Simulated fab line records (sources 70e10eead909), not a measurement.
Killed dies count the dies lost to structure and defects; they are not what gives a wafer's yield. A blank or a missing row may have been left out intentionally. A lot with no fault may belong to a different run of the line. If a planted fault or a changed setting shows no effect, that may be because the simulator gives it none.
fab line records ; flow nand_harc
record: lots: 6; wafers: 18; last_day: 32
route steps=1302 shown A_DECK1_JOINT@541 A_ONON_D2@545 END@1302
lots that met no fault: from a run of the same line without faults
start_h: start of the lot's first displayed wafer, in hours after the record's first day ; wait_h: time in hours since the lot's previous step ; " repeats the value in the row above ; L1.1+2: a row that stands for several wafers ; - no value, or no start given ; * or withheld: withheld ; < > ~ a bound
route shown NAME@n: NAME is a module with steps in the file, n the number in the route of the first one ; usual: mean and standard deviation over wafers with no fault ; same: alike in all rows ; chamber/n: place in a boat ; sites: readings site by site ; _std_site: how widely they spread, as a standard deviation ; _edge_site: inner sites' mean taken away from outer sites' mean ; radius_mm: how far each site lies from the wafer's centre ; mask NAME#n: copy n ; behind: the most recent tool/chamber to have shaped the wafer ; hold: why the lot went on hold/how many hours it stayed there/how the hold came to an end ; device: which transistor (n, p or np) failed to switch ; end of line: the same wafers' tests at the end of the route ; a step without rows: its recipe alone ; killed: count of dies lost to structure and defects at first sort (not the wafer's yield) ; map: dies across one wafer; x = killed, . = not, _ = none there
set.NAME: the setting the step ran with; set.NAME@STEP: the setting that earlier step ran with ; model.NAME: the simulator's own value behind a step, which no gauge read
lots seen at some steps along the route; tables by step, rows by wafer
services: the hour from which a tool's chamber was out of use, counted from the record's first day as start_h (under 0 if before that day), plus the number of hours and why
== steps ==
step: NHARC_A_DECK1_JOINT_SRD_15
step: NHARC_A_DECK1_JOINT_DEP_16
recipe: target_thk_a: 450; temp_c: 400; pressure_torr: 6.5; rf_w: 900; teos_flow_sccm: 161.4; flow_sccm: 2650; target_thk_nm: 45; gas: O2; material: SiO2
usual: heater_power_w: 586/57; throttle_valve_pct: 15.9/0.46
lot.wafer;tool;chamber;start_h;wait_h;heater_power_w;throttle_valve_pct
L325.4;pecvd-03;2;330.21;0.2;626;16.1
L325.5;pecvd-03;0;330.21;0.2;579;16.6
L325.6;pecvd-03;1;330.21;0.2;567;16.5
L326.2;pecvd-04;1;339.88;0.1;558;15.6
L326.4;pecvd-04;2;339.88;0.1;459;15.9
L326.6;pecvd-04;0;339.88;0.1;641;15.3
L328.1;pecvd-04;1;367.69;0.1;590;15.4
L328.3;pecvd-04;0;367.69;0.1;659;15.2
L328.6;pecvd-04;0;367.69;0.1;658;15.3
L330.1;pecvd-03;1;380.10;0.1;588;16.5
L330.5;pecvd-03;2;380.10;0.1;519;15.8
L330.4;pecvd-03;1;380.10;0.1;597;16.3
L337.3;pecvd-04;1;443.98;0.1;577;15.7
L337.5;pecvd-04;1;443.98;0.1;568;15.6
L337.4;pecvd-04;2;443.98;0.1;481;16.0
L339.3;pecvd-01;1;477.95;0.1;608;15.8
L339.2;pecvd-01;2;477.95;0.1;640;16.2
L339.5;pecvd-01;2;477.95;0.1;634;16.2
step: NHARC_A_DECK1_JOINT_THK_MEAS_17
recipe: thk_meas_gauge: ellipsometry
usual: thk_nm: 45.0/1.2
lot.wafer;tool;chamber;start_h;wait_h;thk_nm
L325.4;film_metro-02;-;330.41;0.2;45.2
L325.5;film_metro-02;-;330.41;0.2;44.5
L325.6;film_metro-02;-;330.41;0.2;44.8
L326.2;film_metro-01;-;340.10;0.2;44.4
L326.4;film_metro-01;-;340.10;0.2;45.0
L326.6;film_metro-01;-;340.10;0.2;45.8
L328.1;film_metro-02;-;367.98;0.3;43.4
L328.3;film_metro-02;-;367.98;0.3;44.8
L328.6;film_metro-02;-;367.98;0.3;44.8
L330.1;film_metro-01;-;380.33;0.2;45.2
L330.4;film_metro-01;-;380.33;0.2;47.0
L330.5;film_metro-01;-;380.33;0.2;45.1
L337.3;film_metro-02;-;444.24;0.2;45.9
L337.4;film_metro-02;-;444.24;0.2;45.5
L337.5;film_metro-02;-;444.24;0.2;45.2
L339.2;film_metro-01;-;478.20;0.2;44.6
L339.3;film_metro-01;-;478.20;0.2;44.6
L339.5;film_metro-01;-;478.20;0.2;46.3
step: NHARC_A_DECK1_JOINT_INSPECT_05
usual: raw_defect_count: 307/120
lot.wafer;tool;chamber;start_h;wait_h;raw_defect_count
L325.4;defect_inspect-02;-;330.44;0.0;357
L325.5;defect_inspect-02;-;330.44;0.0;419
L325.6;defect_inspect-02;-;330.44;0.0;335
L326.2;defect_inspect-01;-;340.14;0.0;255
L326.4;defect_inspect-01;-;340.14;0.0;227
L326.6;defect_inspect-01;-;340.14;0.0;174
L328.1;defect_inspect-02;-;368.01;0.0;171
L328.3;defect_inspect-02;-;368.01;0.0;169
L328.6;defect_inspect-02;-;368.01;0.0;226
L330.1;defect_inspect-02;-;380.36;0.0;217
L330.4;defect_inspect-02;-;380.36;0.0;323
L330.5;defect_inspect-02;-;380.36;0.0;271
L337.3;defect_inspect-02;-;444.27;0.0;213
L337.4;defect_inspect-02;-;444.27;0.0;227
L337.5;defect_inspect-02;-;444.27;0.0;235
L339.2;defect_inspect-02;-;478.24;0.0;335
L339.3;defect_inspect-02;-;478.24;0.0;384
L339.5;defect_inspect-02;-;478.24;0.0;385
step: NHARC_A_ONON_D2_DEP_00
recipe: target_thk_a: 10000; n2_flow_sccm: 2750; n2o_flow_sccm: 2000; nh3_flow_sccm: 500; sih4_flow_sccm: 210; temp_c: 400
step: NHARC_A_ONON_D2_THK_MEAS_02
recipe: thk_meas_gauge: ellipsometry
usual: thk_nm: 999/8.9
lot.wafer;tool;chamber;start_h;wait_h;thk_nm
L325.4;film_metro-01;-;331.01;-;1012
L325.5;film_metro-01;-;331.01;-;1010
L325.6;film_metro-01;-;331.01;-;1012
L326.2;film_metro-01;-;340.72;-;985
L326.4;film_metro-01;-;340.72;-;984
L326.6;film_metro-01;-;340.72;-;985
L328.1;film_metro-01;-;368.58;-;1010
L328.3;film_metro-01;-;368.58;-;1007
L328.6;film_metro-01;-;368.58;-;1008
L330.1;film_metro-01;-;380.94;-;1003
L330.4;film_metro-01;-;380.94;-;1005
L330.5;film_metro-01;-;380.94;-;1006
L337.3;film_metro-02;-;444.84;-;994
L337.4;film_metro-02;-;444.84;-;995
L337.5;film_metro-02;-;444.84;-;995
L339.2;film_metro-01;-;478.82;-;1001
L339.3;film_metro-01;-;478.82;-;1001
L339.5;film_metro-01;-;478.82;-;1001
step: NHARC_A_ONON_D2_DEP_03
recipe: target_thk_a: 10000; n2_flow_sccm: 2750; n2o_flow_sccm: 2000; nh3_flow_sccm: 500; sih4_flow_sccm: 210; temp_c: 400
step: NHARC_A_ONON_D2_THK_MEAS_05
recipe: thk_meas_gauge: ellipsometry
usual: thk_nm: 1000/7.8
lot.wafer;tool;chamber;start_h;wait_h;thk_nm
L325.4;film_metro-02;-;331.59;-;1010
L325.5;film_metro-02;-;331.59;-;1009
L325.6;film_metro-02;-;331.59;-;1009
L326.2;film_metro-01;-;341.29;-;995
L326.4;film_metro-01;-;341.29;-;994
L326.6;film_metro-01;-;341.29;-;993
L328.1;film_metro-01;-;369.15;-;990
L328.3;film_metro-01;-;369.15;-;989
L328.6;film_metro-01;-;369.15;-;989
L330.1;film_metro-01;-;381.50;-;990
L330.4;film_metro-01;-;381.50;-;989
L330.5;film_metro-01;-;381.50;-;989
L337.3;film_metro-02;-;445.41;-;999
L337.4;film_metro-02;-;445.41;-;999
L337.5;film_metro-02;-;445.41;-;1000
L339.2;film_metro-01;-;479.38;-;1004
L339.3;film_metro-01;-;479.38;-;1003
L339.5;film_metro-01;-;479.38;-;1003
step: NHARC_A_ONON_D2_DEP_06
recipe: target_thk_a: 10000; n2_flow_sccm: 2750; n2o_flow_sccm: 2000; nh3_flow_sccm: 500; sih4_flow_sccm: 210; temp_c: 400
step: NHARC_A_ONON_D2_THK_MEAS_08
recipe: thk_meas_gauge: ellipsometry
usual: thk_nm: 1000/12
lot.wafer;tool;chamber;start_h;wait_h;thk_nm
L325.4;film_metro-01;-;332.15;-;995
L325.5;film_metro-01;-;332.15;-;997
L325.6;film_metro-01;-;332.15;-;998
L326.2;film_metro-01;-;341.85;-;994
L326.4;film_metro-01;-;341.85;-;993
L326.6;film_metro-01;-;341.85;-;993
L328.1;film_metro-01;-;369.71;-;983
L328.3;film_metro-01;-;369.71;-;980
L328.6;film_metro-01;-;369.71;-;983
L330.1;film_metro-01;-;382.07;-;1000
L330.4;film_metro-01;-;382.07;-;999
L330.5;film_metro-01;-;382.07;-;1000
L337.3;film_metro-01;-;445.98;-;1001
L337.4;film_metro-01;-;445.98;-;1002
L337.5;film_metro-01;-;445.98;-;1001
L339.2;film_metro-02;-;479.94;-;1006
L339.3;film_metro-02;-;479.94;-;1007
L339.5;film_metro-02;-;479.94;-;1008
step: NHARC_A_ONON_D2_DEP_09
recipe: target_thk_a: 10000; n2_flow_sccm: 2750; n2o_flow_sccm: 2000; nh3_flow_sccm: 500; sih4_flow_sccm: 210; temp_c: 400
step: NHARC_A_ONON_D2_THK_MEAS_11
recipe: thk_meas_gauge: ellipsometry
usual: thk_nm: 997/11
lot.wafer;tool;chamber;start_h;wait_h;thk_nm
L325.4;film_metro-02;-;332.72;-;1005
L325.5;film_metro-02;-;332.72;-;1003
L325.6;film_metro-02;-;332.72;-;1004
L326.2;film_metro-01;-;342.41;-;986
L326.4;film_metro-01;-;342.41;-;986
L326.6;film_metro-01;-;342.41;-;985
L328.1;film_metro-01;-;370.28;-;1012
L328.3;film_metro-01;-;370.28;-;1012
L328.6;film_metro-01;-;370.28;-;1012
L330.1;film_metro-01;-;382.63;-;976
L330.4;film_metro-01;-;382.63;-;978
L330.5;film_metro-01;-;382.63;-;978
L337.3;film_metro-01;-;446.54;-;999
L337.4;film_metro-01;-;446.54;-;998
L337.5;film_metro-01;-;446.54;-;998
L339.2;film_metro-01;-;480.51;-;983
L339.3;film_metro-01;-;480.51;-;983
L339.5;film_metro-01;-;480.51;-;982
step: NHARC_A_ONON_D2_DEP_12
recipe: target_thk_a: 10000; n2_flow_sccm: 2750; n2o_flow_sccm: 2000; nh3_flow_sccm: 500; sih4_flow_sccm: 210; temp_c: 400
lot.wafer;tool;chamber;start_h;wait_h
L325.4+5+6;pecvd_onon-04;0;332.95;0.2
L326.2+4+6;pecvd_onon-01;0;342.53;0.1
L328.1+3+6;pecvd_onon-04;0;370.34;0.1
L330.1+4+5;pecvd_onon-04;0;382.68;0.1
L337.3+4+5;pecvd_onon-01;0;446.72;0.2
L339.2+3+5;pecvd_onon-01;0;480.62;0.1
step: NHARC_A_ONON_D2_THK_MEAS_14
recipe: thk_meas_gauge: ellipsometry
usual: thk_nm: 1003/7.2
lot.wafer;tool;chamber;start_h;wait_h;thk_nm
L325.4;film_metro-02;-;333.29;-;994
L325.5;film_metro-02;-;333.29;-;994
L325.6;film_metro-02;-;333.29;-;994
L326.2;film_metro-01;-;342.98;-;1000
L326.4;film_metro-01;-;342.98;-;1001
L326.6;film_metro-01;-;342.98;-;1001
L328.1;film_metro-02;-;370.85;-;1452
L328.3;film_metro-02;-;370.85;-;1454
L328.6;film_metro-02;-;370.85;-;1451
L330.1;film_metro-01;-;383.20;-;1444
L330.4;film_metro-01;-;383.20;-;1444
L330.5;film_metro-01;-;383.20;-;1444
L337.3;film_metro-01;-;447.11;-;1004
L337.4;film_metro-01;-;447.11;-;1005
L337.5;film_metro-01;-;447.11;-;1005
L339.2;film_metro-01;-;481.07;-;994
L339.3;film_metro-01;-;481.07;-;993
L339.5;film_metro-01;-;481.07;-;993
step: NHARC_A_ONON_D2_ANNEAL_15
recipe: temp_c: 750; time_s: 3600
step: NHARC_END_SORT_01
recipe: temp_c: 25
usual: killed_at_array: 59/17; killed_at_other: 0.9/1.6; killed_at_periphery: 3.7/2.3; killed_dies: 64/17; killed_open: 3.3/1.8; killed_short: 2.4/1.6
same: gross_dies: 677
lot.wafer;tool;chamber;start_h;wait_h;killed_at_array;killed_at_other;killed_at_periphery;killed_dies;killed_open;killed_short
L328.1;prober-01;0;667.03;2.5;668;4;5;677;3;1
L328.3;prober-01;0;668.59;3.1;670;3;4;677;7;1
L328.6;prober-01;0;670.93;3.9;670;4;3;677;3;4
L330.1;prober-02;0;676.72;2.5;676;1;0;677;2;1
L330.4;prober-02;0;679.10;3.4;670;0;7;677;4;2
L330.5;prober-02;0;679.89;3.7;675;0;2;677;6;1
killed by level:class
L328.1 A_ONON_D2:area_dep=602 A_CHANNEL_HOLE_D1:chamber_film_flake=33 A_CHANNEL_HOLE_D2:chamber_film_flake=14 A_SGD_CUT:chamber_film_flake=6 A_STAIRCASE:chamber_film_flake=6 THIN_TSV:chamber_film_flake=4 P_ZERO_WELL:chamber_film_flake=3 A_CHANNEL_FILL_D2:chamber_film_flake=2
L328.3 A_ONON_D2:area_dep=601 A_CHANNEL_HOLE_D1:chamber_film_flake=28 A_CHANNEL_HOLE_D2:chamber_film_flake=19 A_SGD_CUT:chamber_film_flake=6 A_CHANNEL_FILL_D2:chamber_film_flake=5 THIN_TSV:chamber_film_flake=3 A_WL_FILL:geometric_particle:open=3 P_M1:geometric_particle:open=2
L328.6 A_ONON_D2:area_dep=604 A_CHANNEL_HOLE_D1:chamber_film_flake=27 A_CHANNEL_HOLE_D2:chamber_film_flake=18 A_STAIRCASE:chamber_film_flake=5 THIN_TSV:chamber_film_flake=4 A_CHANNEL_FILL_D2:chamber_film_flake=3 A_ONON_D1:geometric_particle:open=2 P_GATE:chamber_film_flake=2
L330.1 A_ONON_D2:area_dep=596 A_SLIT:chamber_film_flake=30 A_CHANNEL_HOLE_D1:chamber_film_flake=27 A_CHANNEL_HOLE_D2:chamber_film_flake=16 A_STAIRCASE:chamber_film_flake=3 A_CHANNEL_FILL_D1:geometric_particle:open=1 A_M1:geometric_particle:open=1 STARTING-WAFER:geometric_particle:short=1
L330.4 A_ONON_D2:area_dep=577 A_SLIT:chamber_film_flake=34 A_CHANNEL_HOLE_D1:chamber_film_flake=30 A_CHANNEL_HOLE_D2:chamber_film_flake=17 A_STAIRCASE:chamber_film_flake=5 P_ZERO_WELL:chamber_film_flake=3 A_CHANNEL_FILL_D1:geometric_particle:open=2 P_GATE:chamber_film_flake=2
L330.5 A_ONON_D2:area_dep=586 A_CHANNEL_HOLE_D1:chamber_film_flake=37 A_SLIT:chamber_film_flake=26 A_CHANNEL_HOLE_D2:chamber_film_flake=12 A_STAIRCASE:chamber_film_flake=5 P_CONTACT:geometric_particle:open=1 A_CHANNEL_FILL_D1:geometric_particle:open=1 A_DECK1_JOINT:geometric_particle:open=1
map L328.1 (x killed, . not)
____________x____________
_________xxxxxxx_________
_______xxxxxxxxxxx_______
______xxxxxxxxxxxxx______
_____xxxxxxxxxxxxxxx_____
____xxxxxxxxxxxxxxxxx____
____xxxxxxxxxxxxxxxxx____
___xxxxxxxxxxxxxxxxxxx___
___xxxxxxxxxxxxxxxxxxx___
__xxxxxxxxxxxxxxxxxxxxx__
__xxxxxxxxxxxxxxxxxxxxx__
_xxxxxxxxxxxxxxxxxxxxxxx_
_xxxxxxxxxxxxxxxxxxxxxxx_
_xxxxxxxxxxxxxxxxxxxxxxx_
_xxxxxxxxxxxxxxxxxxxxxxx_
_xxxxxxxxxxxxxxxxxxxxxxx_
xxxxxxxxxxxxxxxxxxxxxxxxx
xxxxxxxxxxxxxxxxxxxxxxxxx
xxxxxxxxxxxxxxxxxxxxxxxxx
xxxxxxxxxxxxxxxxxxxxxxxxx
xxxxxxxxxxxxxxxxxxxxxxxxx
_xxxxxxxxxxxxxxxxxxxxxxx_
_xxxxxxxxxxxxxxxxxxxxxxx_
_xxxxxxxxxxxxxxxxxxxxxxx_
_xxxxxxxxxxxxxxxxxxxxxxx_
_xxxxxxxxxxxxxxxxxxxxxxx_
__xxxxxxxxxxxxxxxxxxxxx__
__xxxxxxxxxxxxxxxxxxxxx__
___xxxxxxxxxxxxxxxxxxx___
___xxxxxxxxxxxxxxxxxxx___
____xxxxxxxxxxxxxxxxx____
____xxxxxxxxxxxxxxxxx____
_____xxxxxxxxxxxxxxx_____
______xxxxxxxxxxxxx______
_______xxxxxxxxxxx_______
_________xxxxxxx_________
____________x____________
map L330.1 (x killed, . not)
____________x____________
_________xxxxxxx_________
_______xxxxxxxxxxx_______
______xxxxxxxxxxxxx______
_____xxxxxxxxxxxxxxx_____
____xxxxxxxxxxxxxxxxx____
____xxxxxxxxxxxxxxxxx____
___xxxxxxxxxxxxxxxxxxx___
___xxxxxxxxxxxxxxxxxxx___
__xxxxxxxxxxxxxxxxxxxxx__
__xxxxxxxxxxxxxxxxxxxxx__
_xxxxxxxxxxxxxxxxxxxxxxx_
_xxxxxxxxxxxxxxxxxxxxxxx_
_xxxxxxxxxxxxxxxxxxxxxxx_
_xxxxxxxxxxxxxxxxxxxxxxx_
_xxxxxxxxxxxxxxxxxxxxxxx_
xxxxxxxxxxxxxxxxxxxxxxxxx
xxxxxxxxxxxxxxxxxxxxxxxxx
xxxxxxxxxxxxxxxxxxxxxxxxx
xxxxxxxxxxxxxxxxxxxxxxxxx
xxxxxxxxxxxxxxxxxxxxxxxxx
_xxxxxxxxxxxxxxxxxxxxxxx_
_xxxxxxxxxxxxxxxxxxxxxxx_
_xxxxxxxxxxxxxxxxxxxxxxx_
_xxxxxxxxxxxxxxxxxxxxxxx_
_xxxxxxxxxxxxxxxxxxxxxxx_
__xxxxxxxxxxxxxxxxxxxxx__
__xxxxxxxxxxxxxxxxxxxxx__
___xxxxxxxxxxxxxxxxxxx___
___xxxxxxxxxxxxxxxxxxx___
____xxxxxxxxxxxxxxxxx____
____xxxxxxxxxxxxxxxxx____
_____xxxxxxxxxxxxxxx_____
______xxxxxxxxxxxxx______
_______xxxxxxxxxxx_______
_________xxxxxxx_________
____________x____________
== services ==
tool;chamber;start_h;hours;kind
pecvd-01;-;311.22;13.0;pm
pecvd-01;0;311.22;13.0;vent_cycle
pecvd-01;1;311.22;13.0;vent_cycle
pecvd-01;2;311.22;13.0;vent_cycle
pecvd_onon-04;-;311.35;13.0;pm
pecvd-03;-;366.12;13.0;pm
pecvd-03;0;366.12;13.0;vent_cycle
pecvd-03;1;366.12;13.0;vent_cycle
pecvd-03;2;366.12;13.0;vent_cycle
pecvd-04;2;369.92;9.6;repair
pecvd-03;0;379.12;-;clean
pecvd-03;1;379.12;-;clean
pecvd-03;2;379.12;-;clean
pecvd-03;2;401.40;-;calibration
pecvd-04;-;403.21;0.5;repair
pecvd-04;1;420.63;5.9;repair
pecvd_onon-01;-;450.00;13.0;pm
pecvd-04;-;450.61;13.0;pm
pecvd-04;0;450.61;13.0;vent_cycle
pecvd-04;1;450.61;13.0;vent_cycle
pecvd-04;2;450.61;13.0;vent_cycle
pecvd-04;0;463.61;-;clean
pecvd-04;1;463.61;-;clean
pecvd-04;2;463.61;-;clean
== key ==
first_sign: step: NHARC_A_ONON_D2_THK_MEAS_14; reading: thk_nm; direction: up; sigmas: 61; usual: 1003; struck: 1448
effect: step: NHARC_END_SORT_01; reading: killed_at_array; direction: up; sigmas: 37; usual: 59; struck: 672
more_kills_born_at: NHARC_A_ONON_D2_DEP_12@pecvd_onon-04: 3566
met_at NHARC_A_ONON_D2_DEP_12
struck_wafers L328.1,L328.3,L328.6,L330.1,L330.4,L330.5
later_rows_left_out L328.1,L328.3,L328.6,L330.1,L330.4,L330.5
tester_left_out L328,L330
onset_between 332.95 370.34
fault: kind: process_parameter_drift; tool: pecvd_onon-04; chamber: 0; onset_h: 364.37; steps: NHARC_A_ONON_D2_DEP_12; channel: target_thk_a; offset: *; shape: step; end_h: 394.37; acts_in: *; stated: *
tester_left_out: of these lots the tester's yield and bins aren't shown, on N5 and GAA mostly nor the transistor test; their killed dies are dies lost to structure and defects alone, not to doping, threshold or leakage, so they don't give the yield
later_rows_left_out: the simulator's readings of these wafers behind a module that went badly wrong aren't trusted and aren't shown, but for the sort
